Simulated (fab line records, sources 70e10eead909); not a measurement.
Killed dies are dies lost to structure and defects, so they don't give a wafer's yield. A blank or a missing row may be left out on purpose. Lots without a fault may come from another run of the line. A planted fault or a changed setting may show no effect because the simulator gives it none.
Which tool did it? | flow nand_harc | 24 lots, 72 wafers sampled, at 2 steps of a route of 1302

WHAT THE GAUGES READ, wafer by wafer
NHARC_A_CHANNEL_HOLE_D2_INSPECT_12. Usual: raw_defect_count 25, standard deviation 20.
lot  | measured     | on                | raw_defect_count | flag
L075 | day 11 21:28 | defect_inspect-01 | 56 64 59         |
L074 | day 12 13:42 | defect_inspect-02 | 1 4 2            |
L076 | day 13 06:27 | defect_inspect-02 | 2 4 2            |
L077 | day 13 03:03 | defect_inspect-01 | 5 4 7            |
L078 | day 14 09:48 | defect_inspect-01 | 7 6 5            |
L080 | day 14 11:40 | defect_inspect-01 | 42 56 56         |
L079 | day 14 11:16 | defect_inspect-02 | 5 7 8            |
L081 | day 15 10:52 | defect_inspect-02 | 51 47 64         |
L082 | day 15 11:01 | defect_inspect-01 | 8 4 8            |
L083 | day 16 03:34 | defect_inspect-02 | 47 51 64         |
L084 | day 16 06:22 | defect_inspect-02 | 12 9 10          |
L086 | day 16 16:49 | defect_inspect-01 | 47 46 45         |
L085 | day 16 17:32 | defect_inspect-01 | 12 7 14          |
L087 | day 17 03:56 | defect_inspect-01 | 17 10 18         |
L088 | day 18 02:05 | defect_inspect-01 | 14 18 11         |
L089 | day 18 00:32 | defect_inspect-01 | 53 53 51         |
L090 | day 18 21:28 | defect_inspect-01 | 4 15 10          |
L091 | day 19 05:36 | defect_inspect-01 | 14 14 10         |
L092 | day 19 18:27 | defect_inspect-02 | 54 61 54         |
L093 | day 19 18:47 | defect_inspect-01 | 19 15 16         |
L094 | day 20 17:23 | defect_inspect-01 | 20 30 28         |
L095 | day 20 23:02 | defect_inspect-02 | 28 27 22         |
L096 | day 21 10:03 | defect_inspect-02 | 25 26 30         |
L097 | day 21 12:04 | defect_inspect-02 | 29 26 22         |

WHICH TOOL RAN EACH LOT (tool, then ch and the chambers of the sampled wafers, then the start)
lot  | NHARC_A_CHANNEL_FILL_D1_ETCHBACK_20
L075 | rie_diel-08 ch 0,1,3, day 9 00:17
L074 | rie_diel-08 ch 0,2, day 9 05:24
L076 | rie_diel-06 ch 0,1,2, day 9 22:37
L077 | rie_diel-06 ch 1,2, day 10 02:13
L078 | rie_diel-09 ch 1,2, day 10 10:12
L080 | rie_diel-08 ch 0,1, day 11 07:44
L079 | rie_diel-06 ch 1,2,3, day 11 07:45
L081 | rie_diel-08 ch 0,2,3, day 12 04:55
L082 | rie_diel-09 ch 0,2,3, day 12 04:55
L083 | rie_diel-09 ch 0,2,3, day 12 19:14
L084 | rie_diel-08 ch 0,2,3, day 13 03:25
L086 | rie_diel-08 ch 0,1, day 13 13:56
L085 | rie_diel-06 ch 0,1,2, day 13 13:59
L087 | rie_diel-09 ch 0,3, day 14 00:44
L088 | rie_diel-06 ch 0,3, day 14 18:08
L089 | rie_diel-09 ch 0,3, day 14 18:08
L090 | rie_diel-09 ch 1,2, day 15 14:26
L091 | rie_diel-06 ch 0,2,3, day 15 22:57
L092 | rie_diel-06 ch 0,1, day 16 12:17
L093 | rie_diel-06 ch 1,2,3, day 16 12:21
L094 | rie_diel-08 ch 2,3, day 17 11:25
L095 | rie_diel-06 ch 1,3, day 17 18:28
L096 | rie_diel-08 ch 0,1,2, day 18 00:07
L097 | rie_diel-09 ch 1,2,3, day 18 07:25
- NHARC_A_CHANNEL_FILL_D1_ETCHBACK_20: etches the open film in C4F8/O2/Ar, target depth 27 nm, time 13.5 s.

WHAT THE TOOLS THEMSELVES READ (means of the sampled wafers that have a number; where no wafer has one, the mark that the record gives instead)
NHARC_A_CHANNEL_FILL_D1_ETCHBACK_20. Usual: oes_product_au 0.97 a.u., standard deviation 0.035; rf_vpp_V 981 V, standard deviation 4.5.
lot  | tool        | oes_product_au (a.u.) | rf_vpp_V (V) | flag
L075 | rie_diel-08 | 1.00                  | 979          |
L074 | rie_diel-08 | 1.00                  | 983          |
L076 | rie_diel-06 | 0.93                  | 983          |
L077 | rie_diel-06 | 1.00                  | 984          |
L078 | rie_diel-09 | 0.93                  | 976          |
L080 | rie_diel-08 | 1.00                  | 981          |
L079 | rie_diel-06 | 0.92                  | 984          |
L081 | rie_diel-08 | 0.92                  | 978          |
L082 | rie_diel-09 | 0.93                  | 981          |
L083 | rie_diel-09 | 0.99                  | 980          |
L084 | rie_diel-08 | 0.99                  | 979          |
L086 | rie_diel-08 | 0.93                  | 984          |
L085 | rie_diel-06 | 1.00                  | 983          |
L087 | rie_diel-09 | 1.01                  | 982          |
L088 | rie_diel-06 | 0.97                  | 980          |
L089 | rie_diel-09 | 0.96                  | 982          |
L090 | rie_diel-09 | 1.00                  | 976          |
L091 | rie_diel-06 | 1.00                  | 982          |
L092 | rie_diel-06 | 0.99                  | 982          |
L093 | rie_diel-06 | 0.92                  | 983          |
L094 | rie_diel-08 | 1.00                  | 976          |
L095 | rie_diel-06 | 0.92                  | 983          |
L096 | rie_diel-08 | 0.98                  | 983          |
L097 | rie_diel-09 | 0.95                  | 978          |

THE ANSWER, worked out from the rows above alone
Rule: a lot is off if the mean of its wafers that have a number lies more than 3 standard deviations from the usual mean. A lot without any number at a reading at which 4 lots or more have one is off too. The other lots that the step has rows for count as sound. The gauges are gone through in route order, then the tools' own readings, and for those a lot's mean is taken as printed above. The first step at which some lot is off is used, and at that step the reading that is off furthest; a lot without a number counts as furthest.
No lot is off at any reading shown: from this, nothing can be told.

WHAT THE SIMULATOR HAD PUT IN
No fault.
